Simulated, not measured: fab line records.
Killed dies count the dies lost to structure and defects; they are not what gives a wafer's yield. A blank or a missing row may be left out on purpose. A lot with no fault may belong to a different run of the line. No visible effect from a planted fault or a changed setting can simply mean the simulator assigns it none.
fab line records	flow nandHarc
record lots=24	wafers=72	lastDay=34
route steps=1302 shown A_SGD_CUT@919 A_SLIT@923 A_WL_FILL@959
lots that met no fault: taken from a fault-free run of the same line
startH: hours from the record's opening day to when the first of the lot's shown wafers began	waitH: hours since the lot's step before	" unchanged from the row above	L1.1+2: a single row standing in for several wafers	- no value, or no start was given	* or withheld: withheld	< > ~ a bound
route shown NAME@n: names a module that has steps shown in the file, with the first one's number in the route	usual: the fault-free wafers' mean and standard deviation	same: alike in all rows	chamber/n: place in a boat	sites: each site's reading	_std_site: how widely they spread, as a standard deviation	_edge_site: inner sites' mean taken away from outer sites' mean	radiusMm: for every site, how far away it sits from the centre of the wafer	mask NAME#n: copy n	behind: the tool/chamber that last shaped the wafer	hold: what put the lot on hold/how long, in hours/how the hold closed	device: the transistor (n, p or np) that didn't switch	end of line: the tests these same wafers got at the end of their route	for a step that has no rows: nothing shown but its recipe	killed: dies that structure and defects cost at the first sort, which is not the same as the wafer's yield	map: shows each die of a wafer: x if killed, . if not, _ if none is there
set.NAME: the setting as run; set.NAME@STEP: as run at that earlier step	model.NAME: the simulator's own value behind a step, which no gauge read
the route's steps for a sample of lots (tables are steps, rows are wafers)
services: when a tool's chamber went out of use (startH, in hours from the record's first day, below 0 if earlier), for how many hours, and the reason
## steps
# step NHARC_A_SGD_CUT_ETCHBACK_24
# recipe targetDepthA=500	overEtchFrac=0.3	timeS=92.857	ionEnergyEv=120	ch3fFlowSccm=50	o2FlowSccm=30	arFlowSccm=200	rfW=500	biasW=100	chemistry=CH3F/O2
# usual drypumpMotorCurrentA=5.8/0.41	mfcArSccm=200.0/0.56	oesProductAu=0.97/0.033	rfVppV=243.8/1.7	showerheadPlenumPTorr=2.42/0.11	throttleValvePct=20.663/0.0089
lot.wafer	tool	chamber	startH	waitH	drypumpMotorCurrentA	mfcArSccm	oesProductAu	rfHoursCounterH	rfVppV	showerheadPlenumPTorr	throttleValvePct
L075.2	rieDiel-08	0	454.08	0.1	6.0	200.0	0.93	2	242.1	2.30	20.663
L075.3	"	2	"	"	5.4	200.1	0.93	4	246.1	2.47	20.666
L075.6	"	0	"	"	5.9	199.9	0.93	-	241.8	2.30	20.653
L074.4	rieDiel-03	3	454.13	0.1	5.4	199.8	0.98	9	244.6	2.54	20.661
L074.2	"	0	"	"	6.0	199.4	1.01	9	245.3	2.56	20.655
L074.5	"	0	"	"	5.9	199.0	0.99	-	245.1	2.56	20.660
L076.1	rieDiel-06	0	466.57	0.1	5.9	199.8	0.93	14	245.4	2.49	20.675
L076.2	"	1	"	"	5.7	200.4	0.92	13	245.5	2.56	20.667
L076.3	"	2	"	"	6.7	200.2	0.91	15	242.0	2.34	20.658
L078.2	rieDiel-08	0	472.73	0.2	6.0	199.1	1.01	3	242.0	2.30	20.654
L078.6	"	2	"	"	5.4	199.9	1.01	-	242.9	2.47	20.661
L078.4	"	1	"	"	6.1	200.4	1.00	-	242.2	2.29	20.668
L077.4	rieDiel-03	3	472.73	0.1	5.4	199.9	1.00	1	244.8	2.54	20.660
L077.1	"	2	"	"	5.2	199.5	0.97	0	245.5	2.60	20.679
L077.5	"	0	"	"	5.9	199.8	1.02	-	244.8	2.56	20.671
L079.4	rieDiel-08	0	492.42	0.1	6.0	199.2	1.01	4	242.3	2.30	20.651
L079.1	"	1	"	"	6.1	200.1	1.00	6	242.4	2.29	20.656
L079.2	"	2	"	"	5.4	199.1	0.99	6	244.2	2.47	20.677
L080.1	rieDiel-08	3	505.03	0.1	5.9	199.4	0.97	5	243.7	2.30	20.650
L080.2	"	2	"	"	5.4	199.2	0.95	6	243.1	2.47	20.659
L080.6	"	3	"	"	5.9	199.5	0.97	-	241.6	2.30	20.665
L081.3	rieDiel-06	1	521.13	0.2	5.7	199.8	0.96	2	245.9	2.56	20.651
L081.1	"	3	"	"	5.9	199.4	0.95	2	243.8	2.42	20.659
L081.4	"	0	"	"	5.9	199.5	0.93	3	245.6	2.49	20.662
L082.4	rieDiel-03	2	521.23	0.2	5.2	200.4	0.90	4	245.9	2.60	20.664
L082.5	"	3	"	"	5.4	199.7	0.93	-	244.7	2.54	20.659
L082.6	"	0	"	"	5.9	199.6	0.94	-	245.1	2.56	20.676
L083.3	rieDiel-06	1	530.19	0.2	5.7	200.4	0.93	3	244.8	2.56	20.667
L083.5	"	1	"	"	5.7	200.8	0.93	-	246.8	2.56	20.668
L083.6	"	2	"	"	6.7	200.3	0.93	-	244.4	2.34	20.654
L084.2	rieDiel-08	1	543.72	0.2	6.1	200.3	0.99	8	242.3	2.29	20.661
L084.5	"	1	"	"	6.1	199.2	0.99	-	242.1	2.29	20.662
L084.6	"	2	"	"	5.4	200.5	0.98	-	244.6	2.47	20.653
L085.4	rieDiel-06	2	550.70	0.1	6.7	200.2	0.92	5	244.1	2.34	20.661
L085.3	"	0	"	"	5.9	199.6	0.92	5	244.6	2.49	20.671
L085.5	"	2	"	"	6.7	200.2	0.93	-	242.6	2.34	20.659
L086.1	rieDiel-08	2	569.57	0.2	5.4	200.2	1.00	0	244.2	2.47	20.657
L086.3	"	0	"	"	6.0	200.2	1.01	0	243.1	2.30	20.676
L086.6	"	1	"	"	6.1	199.3	1.02	-	241.4	2.29	20.671
L087.3	rieDiel-03	3	590.86	0.1	5.4	200.4	0.92	9	244.5	2.54	20.675
L087.1	"	2	"	"	5.2	198.7	0.91	10	246.4	2.60	20.660
L087.5	"	0	"	"	5.9	199.9	0.93	-	246.2	2.55	20.677
L088.1	rieDiel-08	0	590.86	0.1	6.0	200.5	0.93	2	243.0	2.30	20.670
L088.4	"	0	"	"	6.0	200.1	0.92	-	241.5	2.30	20.670
L088.3	"	1	"	"	6.1	199.8	0.93	-	241.9	2.29	20.659
L089.2	rieDiel-06	0	590.89	0.2	5.9	199.4	1.00	9	245.3	2.49	20.669
L089.4	"	2	"	"	6.7	200.5	0.99	9	243.0	2.34	20.666
L089.3	"	3	"	"	5.9	199.0	0.99	9	243.8	2.42	20.660
L090.2	rieDiel-03	0	603.45	0.2	6.0	200.2	1.02	9	246.2	2.55	20.665
L090.1	"	1	"	"	5.0	199.2	1.01	10	243.1	2.39	20.665
L090.6	"	3	"	"	5.4	200.0	0.98	-	245.1	2.54	20.676
L091.4	rieDiel-08	3	619.40	0.2	5.9	200.6	1.00	2	241.5	2.30	20.667
L091.2	"	1	"	"	6.1	199.1	1.00	3	242.6	2.29	20.657
L091.5	"	2	"	"	5.4	200.6	0.98	-	244.4	2.47	20.665
L092.4	rieDiel-03	1	635.85	0.1	5.0	199.8	1.01	13	244.4	2.39	20.678
L092.2	"	2	"	"	5.2	199.6	0.99	13	248.0	2.60	20.672
L092.1	"	3	"	"	5.4	200.3	1.00	12	245.8	2.54	20.662
L094.4	rieDiel-06	0	635.86	0.1	5.9	200.0	0.98	14	244.9	2.49	20.665
L094.3	"	2	"	"	6.7	199.6	1.00	14	242.8	2.34	20.663
L094.1	"	3	"	"	5.9	199.6	0.99	13	242.8	2.42	20.661
L093.3	rieDiel-08	3	635.89	0.2	5.9	200.0	1.00	3	242.7	2.30	20.655
L093.4	"	0	"	"	6.0	200.4	0.99	3	243.1	2.30	20.681
L093.5	"	3	"	"	5.9	199.1	1.00	-	240.2	2.30	20.643
L096.2	rieDiel-08	2	662.59	0.1	5.4	199.9	0.99	4	244.0	2.47	20.654
L096.1	"	1	"	"	6.1	201.1	1.00	5	243.3	2.29	20.650
L096.5	"	1	"	"	6.1	199.3	1.00	-	242.5	2.29	20.652
L095.4	rieDiel-03	1	662.61	0.1	5.0	198.8	1.00	1	242.9	2.39	20.669
L095.6	"	1	"	"	5.0	199.9	0.99	-	243.9	2.39	20.676
L095.5	"	2	"	"	5.1	200.4	0.97	-	245.4	2.60	20.670
L097.4	rieDiel-08	2	686.20	0.2	5.4	200.2	0.98	5	244.3	2.47	20.660
L097.2	"	0	"	"	6.0	200.6	0.99	6	242.7	2.30	20.670
L097.6	"	1	"	"	6.1	200.9	1.01	-	242.9	2.29	20.656
# step NHARC_A_SGD_CUT_INSPECT_25
# usual rawDefectCount=379/91
lot.wafer	tool	chamber	startH	waitH	rawDefectCount
L075.2	defectInspect-02	-	454.32	-	331
L075.3	"	-	"	"	346
L075.6	"	-	"	"	494
L074.2	defectInspect-01	-	454.37	-	531
L074.4	"	-	"	"	497
L074.5	"	-	"	"	540
L076.1	defectInspect-01	-	466.83	-	613
L076.2	"	-	"	"	496
L076.3	"	-	"	"	557
L077.1	defectInspect-01	-	472.98	-	393
L077.4	"	-	"	"	403
L077.5	"	-	"	"	300
L078.2	defectInspect-01	-	473.00	-	317
L078.4	"	-	"	"	316
L078.6	"	-	"	"	286
L079.1	defectInspect-02	-	492.66	-	377
L079.2	"	-	"	"	214
L079.4	"	-	"	"	361
L080.1	defectInspect-02	-	505.27	-	434
L080.2	"	-	"	"	390
L080.6	"	-	"	"	400
L081.1	defectInspect-01	-	521.38	-	660
L081.3	"	-	"	"	689
L081.4	"	-	"	"	454
L082.4	defectInspect-02	-	521.43	-	391
L082.5	"	-	"	"	306
L082.6	"	-	"	"	275
L083.3	defectInspect-01	-	530.43	-	359
L083.5	"	-	"	"	452
L083.6	"	-	"	"	406
L084.2	defectInspect-01	-	543.96	-	340
L084.5	"	-	"	"	322
L084.6	"	-	"	"	365
L085.3	defectInspect-02	-	550.95	-	335
L085.4	"	-	"	"	515
L085.5	"	-	"	"	403
L086.1	defectInspect-02	-	569.79	-	400
L086.3	"	-	"	"	421
L086.6	"	-	"	"	286
L087.1	defectInspect-02	-	591.11	-	318
L087.3	"	-	"	"	290
L087.5	"	-	"	"	297
L088.1	defectInspect-01	-	591.21	0.1	443
L088.3	"	-	"	"	341
L088.4	"	-	"	"	319
L089.2	defectInspect-02	-	591.63	-	445
L089.3	"	-	"	"	357
L089.4	"	-	"	"	368
L090.1	defectInspect-01	-	603.66	-	230
L090.2	"	-	"	"	291
L090.6	"	-	"	"	246
L091.2	defectInspect-02	-	619.63	-	451
L091.4	"	-	"	"	415
L091.5	"	-	"	"	412
L094.1	defectInspect-01	-	636.10	-	557
L094.3	"	-	"	"	373
L094.4	"	-	"	"	439
L092.1	defectInspect-02	-	636.11	-	339
L092.2	"	-	"	"	307
L092.4	"	-	"	"	392
L093.3	defectInspect-01	-	636.13	-	348
L093.4	"	-	"	"	377
L093.5	"	-	"	"	459
L095.4	defectInspect-01	-	662.85	-	301
L095.5	"	-	"	"	349
L095.6	"	-	"	"	337
L096.1	defectInspect-02	-	662.87	-	354
L096.2	"	-	"	"	334
L096.5	"	-	"	"	260
L097.2	defectInspect-02	-	686.43	-	355
L097.4	"	-	"	"	431
L097.6	"	-	"	"	334
# step NHARC_A_SLIT_DEP_00
# recipe targetThkA=62000	tempC=400	material=aC
# usual throttleValvePct=35.000/0.0096
lot.wafer	tool	chamber	startH	waitH	throttleValvePct
L075.2	aclDep-01	0	457.69	-	35.006
L075.3	"	0	"	"	34.989
L075.6	"	0	460.19	-	34.989
L074.2	aclDep-03	0	457.89	-	35.006
L074.4	"	0	459.15	-	35.003
L074.5	"	0	"	"	34.995
L076.1	aclDep-03	0	467.24	-	35.002
L076.2	"	0	"	"	35.005
L076.3	"	0	"	"	34.994
L077.1	aclDep-03	0	474.89	-	34.997
L077.4	"	0	476.78	-	34.985
L077.5	"	0	"	"	34.998
L078.2	aclDep-02	0	477.64	-	35.018
L078.4	"	0	478.90	-	34.996
L078.6	"	0	480.15	-	35.004
L079.1	aclDep-02	0	493.15	-	35.000
L079.2	"	0	"	"	35.021
L079.4	"	0	495.05	-	34.997
L080.1	aclDep-03	0	505.67	-	35.000
L080.2	"	0	"	"	34.996
L080.6	"	0	508.82	-	35.003
L081.1	aclDep-01	0	521.78	-	34.988
L081.3	"	0	523.02	-	35.011
L081.4	"	0	"	"	35.008
L082.4	aclDep-02	0	524.63	-	35.001
L082.5	"	0	"	"	35.031
L082.6	"	0	"	"	35.011
L083.3	aclDep-03	0	533.93	-	35.005
L083.5	"	0	535.18	-	35.001
L083.6	"	0	"	"	34.994
L084.2	aclDep-02	0	545.00	-	34.998
L084.5	"	0	546.90	-	34.996
L084.6	"	0	"	"	35.012
L085.3	aclDep-03	0	552.62	-	34.983
L085.4	"	0	"	"	35.010
L085.5	"	0	"	"	34.991
L086.1	aclDep-03	0	570.20	-	34.999
L086.3	"	0	571.47	-	35.014
L086.6	"	0	573.38	-	34.991
L087.1	aclDep-01	0	592.09	-	35.006
L087.3	"	0	593.36	-	34.995
L087.5	"	0	594.63	-	35.007
L088.1	aclDep-02	0	592.61	-	34.994
L088.3	"	0	593.88	-	34.996
L088.4	"	0	"	"	34.987
L089.2	aclDep-03	0	594.01	-	34.991
L089.3	"	0	"	"	35.015
L089.4	"	0	"	"	34.988
L090.1	aclDep-01	0	604.07	-	34.998
L090.2	"	0	"	"	34.989
L090.6	"	0	607.18	-	34.987
L091.2	aclDep-01	0	624.08	-	35.020
L091.4	"	0	625.32	-	35.015
L091.5	"	0	"	"	34.995
L094.1	aclDep-03	0	636.51	-	34.998
L094.3	"	0	637.78	-	35.004
L094.4	"	0	"	"	35.010
L092.1	aclDep-01	0	636.63	-	34.991
L092.2	"	0	"	"	34.986
L092.4	"	0	638.50	-	35.008
L093.3	aclDep-02	0	640.26	-	35.022
L093.4	"	0	"	"	35.005
L093.5	"	0	"	"	35.000
L096.1	aclDep-01	0	664.34	-	34.997
L096.2	"	0	"	"	34.981
L096.5	"	0	666.86	-	34.995
L095.4	aclDep-02	0	665.38	-	35.005
L095.5	"	0	"	"	35.008
L095.6	"	0	"	"	35.005
L097.2	aclDep-03	0	687.46	-	34.997
L097.4	"	0	688.71	-	35.008
L097.6	"	0	689.96	-	35.007
# step NHARC_A_SLIT_OVL_MEAS_10
# usual overlayXNm=-0.1/0.96	overlayYNm=0.3/0.9
lot.wafer	tool	chamber	startH	waitH	overlayXNm	overlayYNm
L075.2	overlay-01	-	461.48	-	-1.3	0.9
L075.3	"	-	"	"	-1.1	0.9
L075.6	"	-	"	"	-1.1	1.3
L074.2	overlay-01	-	461.86	-	1.8	1.1
L074.4	"	-	"	"	1.3	0.7
L074.5	"	-	"	"	1.2	0.9
L076.1	overlay-02	-	471.66	-	0.2	0.6
L076.2	"	-	"	"	0.1	0.3
L076.3	"	-	"	"	-0.2	-0.4
L077.1	overlay-01	-	479.45	-	1.0	1.0
L077.4	"	-	"	"	1.3	0.7
L077.5	"	-	"	"	0.9	0.8
L078.2	overlay-01	-	481.44	-	-1.2	-0.6
L078.4	"	-	"	"	-0.2	-0.6
L078.6	"	-	"	"	-0.6	-0.3
L079.1	overlay-02	-	497.61	-	-0.7	0.6
L079.2	"	-	"	"	-0.6	0.7
L079.4	"	-	"	"	-0.1	0.7
L080.1	overlay-02	-	510.24	-	0.5	0.6
L080.2	"	-	"	"	0.9	0.8
L080.6	"	-	"	"	0.2	1.3
L081.1	overlay-02	-	526.30	-	1.0	0.4
L081.3	"	-	"	"	0.4	0.4
L081.4	"	-	"	"	0.7	0.9
L082.4	overlay-01	-	527.27	-	0.2	1.4
L082.5	"	-	"	"	0.9	0.2
L082.6	"	-	"	"	0.5	0.6
L083.3	overlay-02	-	537.22	-	-0.5	0.9
L083.5	"	-	"	"	-0.6	0.5
L083.6	"	-	"	"	-0.5	0.0
L084.2	overlay-02	-	548.95	-	1.2	-0.2
L084.5	"	-	"	"	0.4	-0.2
L084.6	"	-	"	"	0.5	0.0
L085.3	overlay-02	-	555.83	-	-0.7	-1.8
L085.4	"	-	"	"	-1.0	-2.0
L085.5	"	-	"	"	-0.6	-2.1
L086.1	overlay-02	-	574.74	-	-0.1	-1.0
L086.3	"	-	"	"	0.2	-0.7
L086.6	"	-	"	"	0.1	-0.6
L087.1	overlay-02	-	596.57	-	-0.3	0.1
L087.3	"	-	"	"	0.3	0.8
L087.5	"	-	"	"	0.0	0.5
L088.1	overlay-02	-	597.08	-	0.8	-0.4
L088.3	"	-	"	"	0.9	-0.6
L088.4	"	-	"	"	0.7	-0.6
L089.2	overlay-02	-	597.81	-	-1.2	-1.2
L089.3	"	-	"	"	-1.0	-1.0
L089.4	"	-	"	"	-1.5	-0.8
L090.1	overlay-02	-	608.59	-	-1.2	-0.2
L090.2	"	-	"	"	-1.2	-0.7
L090.6	"	-	"	"	-1.4	0.1
L091.2	overlay-02	-	627.99	-	0.2	1.5
L091.4	"	-	"	"	-0.7	1.5
L091.5	"	-	"	"	-0.5	0.9
L094.1	overlay-01	-	641.12	-	1.9	0.5
L094.3	"	-	"	"	1.4	0.8
L094.4	"	-	"	"	1.3	0.3
L092.1	overlay-02	-	641.28	-	-1.8	1.3
L092.2	"	-	"	"	-2.2	1.2
L092.4	"	-	"	"	-2.1	1.3
L093.3	overlay-02	-	643.57	-	-1.5	0.6
L093.4	"	-	"	"	-1.0	0.7
L093.5	"	-	"	"	-1.5	1.2
L095.4	overlay-02	-	667.96	-	-0.3	1.6
L095.5	"	-	"	"	-0.2	1.9
L095.6	"	-	"	"	0.1	1.2
L096.1	overlay-01	-	668.79	-	0.8	-0.7
L096.2	"	-	"	"	1.2	-0.7
L096.5	"	-	"	"	1.2	-0.4
L097.2	overlay-02	-	691.25	-	0.2	-0.6
L097.4	"	-	"	"	-0.5	-0.5
L097.6	"	-	"	"	-0.2	-0.4
# step NHARC_A_SLIT_ETCH_26
# recipe biasV=400	sourceW=2000	pressureMtorr=25	timeS=90	arFlowSccm=375	c4f8FlowSccm=41.7	o2FlowSccm=83.3	targetDepthA=4000	chemistry=C4F8/O2/Ar
# usual drypumpMotorCurrentA=5.5/0.41	mfcArSccm=374.9/1.2	showerheadPlenumPTorr=3.68/0.17	throttleValvePct=27.618/0.0086
lot.wafer	tool	chamber	startH	waitH	drypumpMotorCurrentA	mfcArSccm	rfHoursCounterH	showerheadPlenumPTorr	throttleValvePct
L075.2	harEtch-01	1	466.50	2.5	5.9	374.5	263	3.68	27.623
L075.3	"	1	"	"	5.9	372.0	-	3.68	27.607
L075.6	"	0	"	"	5.3	375.4	-	3.50	27.601
L074.2	harEtch-02	1	466.81	3.0	4.9	375.5	42	3.96	27.617
L074.4	"	1	"	"	4.9	375.1	-	3.96	27.609
L074.5	"	0	"	"	5.9	373.9	-	3.72	27.611
L076.2	harEtch-01	0	476.64	3.0	5.3	375.1	271	3.50	27.635
L076.1	"	1	"	"	5.9	374.2	271	3.67	27.615
L076.3	"	1	"	"	5.9	375.3	-	3.67	27.617
L077.1	harEtch-01	1	484.50	3.1	5.9	372.5	274	3.67	27.613
L077.4	"	0	"	"	5.3	374.4	-	3.49	27.625
L077.5	"	1	"	"	5.9	376.4	-	3.67	27.626
L078.2	harEtch-02	1	489.08	3.0	4.9	375.1	57	3.95	27.615
L078.4	"	0	"	"	5.9	376.7	-	3.71	27.613
L078.6	"	1	"	"	4.9	375.8	-	3.95	27.631
L079.1	harEtch-02	0	503.06	3.0	5.9	376.0	61	3.71	27.609
L079.2	"	1	"	"	4.9	375.0	61	3.94	27.615
L079.4	"	1	"	"	4.9	373.7	-	3.95	27.617
L080.2	harEtch-02	0	515.24	2.9	5.9	375.3	73	3.71	27.614
L080.1	"	1	"	"	4.9	376.2	73	3.94	27.622
L080.6	"	0	"	"	5.9	374.9	-	3.71	27.621
L081.1	harEtch-02	1	531.26	3.0	4.9	375.3	76	3.94	27.620
L081.4	"	1	"	"	4.9	374.2	-	3.94	27.631
L081.3	"	0	"	"	5.9	374.2	-	3.70	27.612
L082.4	harEtch-02	0	535.13	1.9	5.9	376.6	-	3.70	27.607
L082.6	"	0	"	"	5.9	375.3	-	3.70	27.609
L082.5	"	1	"	"	4.9	374.8	-	3.93	27.626
L083.3	harEtch-02	1	547.28	1.3	4.9	375.9	-	3.93	27.628
L083.6	"	0	"	"	5.9	373.4	-	3.70	27.605
L083.5	"	1	"	"	4.9	375.3	-	3.93	27.627
L084.2	harEtch-01	0	553.90	2.4	5.3	376.0	309	3.47	27.612
L084.5	"	1	"	"	5.9	374.2	-	3.65	27.611
L084.6	"	0	"	"	5.3	377.0	-	3.47	27.630
L085.4	harEtch-01	1	560.87	1.9	5.9	374.5	-	3.65	27.612
L085.3	"	0	"	"	5.3	373.3	-	3.47	27.605
L085.5	"	1	"	"	5.9	375.3	-	3.65	27.615
L086.1	harEtch-02	1	580.23	2.4	4.9	373.8	114	3.91	27.606
L086.3	"	0	"	"	5.9	371.9	-	3.68	27.623
L086.6	"	1	"	"	4.9	374.4	-	3.91	27.599
L087.1	harEtch-02	1	601.56	3.0	4.9	373.5	122	3.91	27.608
L087.3	"	1	"	"	4.9	373.9	-	3.91	27.618
L087.5	"	0	"	"	5.9	374.7	-	3.68	27.610
L088.1	harEtch-01	1	602.01	3.0	5.9	374.0	336	3.64	27.615
L088.4	"	1	"	"	5.9	375.0	-	3.64	27.632
L088.3	"	0	"	"	5.3	374.5	-	3.46	27.599
L089.2	harEtch-02	1	605.45	2.5	4.9	374.2	126	3.91	27.624
L089.4	"	0	"	"	5.9	375.2	-	3.68	27.627
L089.3	"	1	"	"	5.0	374.2	-	3.91	27.611
L090.2	harEtch-01	0	613.60	3.0	5.3	376.5	344	3.46	27.617
L090.1	"	1	"	"	5.9	376.1	344	3.63	27.628
L090.6	"	0	"	"	5.3	374.9	-	3.46	27.612
L091.2	harEtch-01	0	633.07	2.5	5.3	374.1	355	3.45	27.623
L091.4	"	1	"	"	5.9	374.3	-	3.63	27.614
L091.5	"	1	"	"	5.9	374.7	-	3.63	27.618
L094.1	harEtch-02	0	646.10	2.4	5.9	374.9	145	3.67	27.607
L094.3	"	1	"	"	4.9	374.4	-	3.90	27.625
L094.4	"	0	"	"	5.9	374.9	-	3.67	27.621
L092.2	harEtch-01	0	646.24	3.0	5.3	376.0	359	3.45	27.601
L092.1	"	1	"	"	5.9	376.1	359	3.63	27.608
L092.4	"	1	"	"	5.9	374.1	-	3.63	27.613
L093.4	harEtch-01	0	650.15	1.9	5.3	375.2	-	3.45	27.616
L093.3	"	1	"	"	5.9	374.9	-	3.62	27.623
L093.5	"	0	"	"	5.2	375.1	-	3.45	27.633
L095.4	harEtch-02	1	673.08	1.3	4.9	375.4	-	3.89	27.625
L095.5	"	0	"	"	5.9	376.2	-	3.66	27.616
L095.6	"	1	"	"	4.9	376.0	-	3.89	27.625
L096.1	harEtch-01	0	673.79	3.0	5.3	376.1	378	3.44	27.627
L096.2	"	1	"	"	5.9	374.7	378	3.62	27.611
L096.5	"	1	"	"	5.9	374.3	-	3.62	27.627
L097.2	harEtch-01	1	696.25	3.0	5.9	372.7	393	3.61	27.614
L097.4	"	1	"	"	5.9	374.6	-	3.61	27.624
L097.6	"	1	"	"	5.9	373.8	-	3.61	27.615
# step NHARC_A_WL_FILL_STRIP_27
# recipe powerW=1500	tempC=250	timeS=20	chemistry=N2/H2
# usual drypumpMotorCurrentA=5.7/0.37	heaterPowerW=333/39
lot.wafer	tool	chamber	startH	waitH	drypumpMotorCurrentA	heaterPowerW	rfHoursCounterH
L075.2	plasmaAsher-01	0	476.26	0.1	5.3	369	26
L075.3	"	1	"	"	6.1	349	-
L075.6	"	1	"	"	6.1	352	-
L074.2	plasmaAsher-02	0	476.38	0.1	6.0	319	9
L074.4	"	1	"	"	5.3	286	-
L074.5	"	0	"	"	5.9	324	-
L076.2	plasmaAsher-02	1	486.49	0.1	5.3	290	10
L076.1	"	0	"	"	6.0	316	10
L076.3	"	1	"	"	5.3	282	-
L077.1	plasmaAsher-01	0	496.39	0.1	5.4	369	30
L077.4	"	0	"	"	5.3	378	-
L077.5	"	1	"	"	6.1	355	-
L078.2	plasmaAsher-01	1	498.79	0.1	6.1	348	31
L078.4	"	0	"	"	5.3	356	-
L078.6	"	1	"	"	6.1	352	-
L079.1	plasmaAsher-02	0	512.85	0.1	6.0	320	14
L079.2	"	1	"	"	5.3	285	14
L079.4	"	0	"	"	6.0	322	-
L080.1	plasmaAsher-02	0	525.34	0.3	6.0	315	19
L080.2	"	1	"	"	5.2	286	19
L080.6	"	0	"	"	6.0	323	-
L081.1	plasmaAsher-02	1	541.84	0.4	5.3	283	23
L081.4	"	0	"	"	6.0	327	-
L081.3	"	1	"	"	5.3	283	-
L082.4	plasmaAsher-02	0	544.84	0.1	6.0	322	-
L082.5	"	0	"	"	6.0	313	-
L082.6	"	1	"	"	5.2	293	-
L083.3	plasmaAsher-02	1	557.32	0.4	5.2	294	-
L083.5	"	0	"	"	6.0	316	-
L083.6	"	1	"	"	5.2	280	-
L084.2	plasmaAsher-01	0	563.76	0.1	5.3	404	7
L084.6	"	0	"	"	5.3	400	-
L084.5	"	1	"	"	6.1	355	-
L085.3	plasmaAsher-02	1	570.63	0.1	5.3	288	-
L085.4	"	0	"	"	6.0	316	-
L085.5	"	1	"	"	5.3	292	-
L086.1	plasmaAsher-02	0	589.98	0.1	6.0	313	37
L086.3	"	0	"	"	6.0	327	-
L086.6	"	1	"	"	5.3	287	-
L088.1	plasmaAsher-01	1	611.46	0.2	6.1	363	13
L088.4	"	0	"	"	5.3	390	-
L088.3	"	1	"	"	6.1	354	-
L087.1	plasmaAsher-01	1	611.57	0.2	6.1	354	13
L087.3	"	1	"	"	6.1	353	-
L087.5	"	0	"	"	5.3	398	-
L089.2	plasmaAsher-02	0	616.63	0.2	6.0	318	1
L089.3	"	1	"	"	5.3	275	-
L089.4	"	0	"	"	6.0	321	-
L090.1	plasmaAsher-02	0	623.41	0.1	6.0	332	3
L090.2	"	1	"	"	5.3	274	3
L090.6	"	0	"	"	6.0	327	-
L091.2	plasmaAsher-01	0	642.85	0.1	5.4	409	20
L091.4	"	0	"	"	5.3	389	-
L091.5	"	1	"	"	6.1	352	-
L092.2	plasmaAsher-02	1	655.87	0.1	5.3	268	11
L092.1	"	0	"	"	6.0	324	11
L092.4	"	1	"	"	5.3	276	-
L094.1	plasmaAsher-01	0	656.08	0.1	5.4	400	23
L094.3	"	1	"	"	6.1	365	-
L094.4	"	0	"	"	5.4	399	-
L093.4	plasmaAsher-01	1	660.73	0.1	6.1	364	-
L093.3	"	0	"	"	5.3	403	-
L093.5	"	1	"	"	6.1	354	-
L096.1	plasmaAsher-02	1	682.77	0.1	5.3	280	14
L096.2	"	0	"	"	6.0	326	14
L096.5	"	0	"	"	6.0	318	-
L095.4	plasmaAsher-01	0	682.87	0.1	5.3	398	-
L095.6	"	0	"	"	5.3	400	-
L095.5	"	1	"	"	6.1	349	-
L097.2	plasmaAsher-01	1	706.31	0.1	6.1	337	0
L097.4	"	1	"	"	6.1	327	-
L097.6	"	0	"	"	5.4	351	-
## services
tool	chamber	startH	hours	kind
rieDiel-08	-	433.42	0.2	repair
rieDiel-08	-	435.87	0.5	repair
rieDiel-03	-	458.06	0.8	repair
rieDiel-03	-	458.87	9.0	pm
rieDiel-08	-	459.65	3.6	repair
rieDiel-08	3	464.91	10.4	repair
aclDep-03	-	480.59	13.0	pm
plasmaAsher-02	-	494.51	6.6	repair
plasmaAsher-01	-	519.19	9.0	pm
harEtch-01	-	530.70	9.8	repair
plasmaAsher-01	-	538.97	2.6	repair
rieDiel-08	-	544.86	9.0	pm
aclDep-01	-	550.12	13.0	pm
rieDiel-08	1	559.53	9.5	repair
rieDiel-03	0	570.21	4.8	repair
rieDiel-08	2	572.17	24.0	repair
plasmaAsher-01	-	572.59	17.6	repair
plasmaAsher-02	-	603.24	9.0	pm
aclDep-02	-	611.57	13.0	pm
harEtch-01	-	620.39	0.9	repair
rieDiel-03	-	635.94	9.0	pm
rieDiel-08	3	655.28	11.9	repair
aclDep-03	-	662.67	13.0	pm
plasmaAsher-01	-	696.19	9.0	pm
## key
fault none
